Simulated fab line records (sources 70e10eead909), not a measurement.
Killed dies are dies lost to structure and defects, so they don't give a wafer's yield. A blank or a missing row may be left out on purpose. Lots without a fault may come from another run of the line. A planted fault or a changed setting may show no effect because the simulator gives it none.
2 desks, one fault / flow nand-harc / only its own numbers are on each desk; what lay behind them is given at the end

TOOL OWNER'S DESK, litho-track-01
The tool's own readings at NHARC_P_M2_SOFTBAKE_04 (time 55 s): means of the sampled wafers that have a number, for each lot that ran on this tool. A lot is out of limits, marked OUT, if its mean lies more than 4 standard deviations from the usual mean; the brackets give that distance.
Columns: A = heater-power-total-W at NHARC_P_M2_SOFTBAKE_04, usual 188.46 W
lot=L899; first seen here=day 6 18:00; A=188.43
lot=L906; first seen here=day 8 06:00; A=188.40
lot=L905; first seen here=day 8 10:00; A=188.69
lot=L910; first seen here=day 9 17:00; A=212.68 (+99 or more) OUT
lot=L907; first seen here=day 9 18:00; A=212.61 (+99 or more) OUT
This desk's verdict: out of limits on L907, L910, starting with L910 at day 9 17:00 (heater-power-total-W at NHARC_P_M2_SOFTBAKE_04). L899, L906, L905 stayed within limits.

AT THE METROLOGY DESK
Means of the sampled wafers that have a number, per lot and without regard to the tool the lot ran on: this is what the gauges read. A lot is out of limits, marked OUT, if its mean lies more than 4 standard deviations from the usual mean; the brackets give that distance.
Columns: A = cd-nm at NHARC_P_M1_CD_MEAS_09, usual 130.8 nm; B = cd-nm at NHARC_P_M1_CD_MEAS_16, usual 130.9 nm; C = overlay-x-nm at NHARC_P_M2_OVL_MEAS_10, usual 0.1 nm; D = overlay-y-nm at NHARC_P_M2_OVL_MEAS_10, usual -0.1 nm
lot=L897; first seen here=day 6 01:14; A=130.7; B=131.2; C=0.8; D=-0.3
lot=L898; first seen here=day 6 10:38; A=131.0; B=131.1; C=-0.5; D=-0.2
lot=L899; first seen here=day 6 14:17; A=131.3; B=131.0; C=-0.2; D=-0.8
lot=L901; first seen here=day 7 03:29; A=131.6; B=131.9; C=0.5; D=-0.3
lot=L900; first seen here=day 7 04:17; A=131.9; B=132.4; C=-1.1; D=-0.4
lot=L906; first seen here=day 8 02:32; A=130.5; B=130.7; C=0.1; D=-0.7
lot=L905; first seen here=day 8 06:19; A=130.6; B=130.4; C=0.3; D=0.6
lot=L910; first seen here=day 9 13:44; A=131.3; B=130.7; C=-0.7; D=-1.4
lot=L907; first seen here=day 9 14:37; A=131.2; B=131.2; C=0.6; D=0.2
lot=L908; first seen here=day 9 15:19; A=130.8; B=130.8; C=0.5; D=0.7
lot=L912; first seen here=day 10 00:34; A=130.9; B=131.0; C=-0.9; D=0.5
lot=L916; first seen here=day 10 21:14; A=131.3; B=131.4; C=-0.3; D=0.8
lot=L919; first seen here=day 11 10:38; A=130.9; B=131.4; C=-0.3; D=0.7
This desk's finding: nothing out of limits on any of the 13 lots.

BROUGHT TOGETHER
The tool owner's desk had the chance to raise an alarm at day 9 17:00 on L907, L910.
From the metrology desk's view, nothing was out of limits.
The metrology desk has L907, L910 on record, within its limits.
On litho-track-01, each named lot ran NHARC_P_M2_SOFTBAKE_04.

WHAT THE SIMULATOR HAD PUT IN
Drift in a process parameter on litho-track-01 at NHARC_P_M2_SOFTBAKE_04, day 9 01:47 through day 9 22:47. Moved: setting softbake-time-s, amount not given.
Shown lots that were struck: L907, L910.
Each desk's first reading out of limits, in hours after the fault started: the tool owner's desk, 15.
